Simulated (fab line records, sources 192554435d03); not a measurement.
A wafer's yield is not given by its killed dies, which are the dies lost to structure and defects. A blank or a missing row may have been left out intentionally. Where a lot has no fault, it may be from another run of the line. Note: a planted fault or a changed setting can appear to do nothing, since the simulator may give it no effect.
Which tool is to blame? || flow n5Finfet || 36 wafers from 12 lots sampled at 3 of the route's 1938 steps

## WHAT EACH GAUGE READ, for each wafer
N5_BEOL_M10_INSPECT_13: inspects for defects (brightfield).
{"lot": "L075", "measured": "day 10 05:44", "on": "defectInspect-01", "rawDefectCount": "245 364 319"}
{"lot": "L077", "measured": "day 10 13:27", "on": "defectInspect-02", "rawDefectCount": "405 334 300"}
{"lot": "L079", "measured": "day 11 12:25", "on": "defectInspect-01", "rawDefectCount": "380 372 389"}
{"lot": "L082", "measured": "day 11 22:04", "on": "defectInspect-02", "rawDefectCount": "333 385 303"}
{"lot": "L084", "measured": "day 12 06:21", "on": "defectInspect-01", "rawDefectCount": "364 350 360"}
{"lot": "L085", "measured": "day 12 16:04", "on": "defectInspect-01", "rawDefectCount": "412 359 314"}
{"lot": "L087", "measured": "day 13 17:56", "on": "defectInspect-02", "rawDefectCount": "310 377 329"}
{"lot": "L088", "measured": "day 13 17:46", "on": "defectInspect-01", "rawDefectCount": "412 624 532"}
{"lot": "L091", "measured": "day 14 04:42", "on": "defectInspect-01", "rawDefectCount": "459 471 469"}
{"lot": "L094", "measured": "day 15 01:51", "on": "defectInspect-01", "rawDefectCount": "260 412 345"}
{"lot": "L096", "measured": "day 16 01:07", "on": "defectInspect-01", "rawDefectCount": "327 335 283"}
{"lot": "L097", "measured": "day 16 08:48", "on": "defectInspect-02", "rawDefectCount": "323 472 425"}

## WHICH TOOL RAN EACH LOT (tool, then ch and the chambers of the sampled wafers, then the start)
{"lot": "L075", "N5_BEOL_M9_ANNEAL_51": "rtpAnneal-01 ch 0, day 10 01:58", "N5_BEOL_M10_PECVD_70": "pecvd-01 ch 0,1,2, day 10 03:23"}
{"lot": "L077", "N5_BEOL_M9_ANNEAL_51": "rtpAnneal-02 ch 0, day 10 10:13", "N5_BEOL_M10_PECVD_70": "pecvd-01 ch 0,1,2, day 10 12:02"}
{"lot": "L079", "N5_BEOL_M9_ANNEAL_51": "rtpAnneal-02 ch 0, day 11 09:12", "N5_BEOL_M10_PECVD_70": "pecvd-01 ch 1,2, day 11 10:50"}
{"lot": "L082", "N5_BEOL_M9_ANNEAL_51": "rtpAnneal-01 ch 0, day 11 18:25", "N5_BEOL_M10_PECVD_70": "pecvd-02 ch 0,1, day 11 19:51"}
{"lot": "L084", "N5_BEOL_M9_ANNEAL_51": "rtpAnneal-02 ch 0, day 12 03:01", "N5_BEOL_M10_PECVD_70": "pecvd-04 ch 0,1,2, day 12 04:26"}
{"lot": "L085", "N5_BEOL_M9_ANNEAL_51": "rtpAnneal-01 ch 0, day 12 13:29", "N5_BEOL_M10_PECVD_70": "pecvd-01 ch 1,2, day 12 15:05"}
{"lot": "L087", "N5_BEOL_M9_ANNEAL_51": "rtpAnneal-01 ch 0, day 13 13:29", "N5_BEOL_M10_PECVD_70": "pecvd-01 ch 0,1, day 13 16:18"}
{"lot": "L088", "N5_BEOL_M9_ANNEAL_51": "rtpAnneal-01 ch 0, day 13 14:26", "N5_BEOL_M10_PECVD_70": "pecvd-02 ch 1,2, day 13 15:53"}
{"lot": "L091", "N5_BEOL_M9_ANNEAL_51": "rtpAnneal-02 ch 0, day 14 00:29", "N5_BEOL_M10_PECVD_70": "pecvd-02 ch 0,1, day 14 02:08"}
{"lot": "L094", "N5_BEOL_M9_ANNEAL_51": "rtpAnneal-02 ch 0, day 14 23:20", "N5_BEOL_M10_PECVD_70": "pecvd-01 ch 0,1,2, day 15 01:14"}
{"lot": "L096", "N5_BEOL_M9_ANNEAL_51": "rtpAnneal-02 ch 0, day 15 21:57", "N5_BEOL_M10_PECVD_70": "pecvd-04 ch 0,2, day 15 23:22"}
{"lot": "L097", "N5_BEOL_M9_ANNEAL_51": "rtpAnneal-02 ch 0, day 16 05:05", "N5_BEOL_M10_PECVD_70": "pecvd-01 ch 0,1, day 16 06:38"}
- N5_BEOL_M9_ANNEAL_51: time 90 s.
- N5_BEOL_M10_PECVD_70: deposits SiO2 from TEOS/O2, target thk 20 nm, time 22.7 s.

## THE ANSWER, worked out from the rows above alone
Rule: the lots themselves supply what counts as usual. Put in order of their means at a reading, lots are off if they are a third of the lots or fewer, leave a main group of 4 or more, and stand apart from it by a gap of 3 or more times the standard deviation of the main group's means; of several such gaps the widest counts. If all means in a main group match to the digits the tables above print for the reading, that group is not used. Also off: a lot with no number at a reading for which 4 or more lots have one. Where the step has rows for the other lots, those lots are counted as sound.
No lot is off on any of the readings shown, so nothing can be concluded from this.

## WHAT THE SIMULATOR HAD INSERTED
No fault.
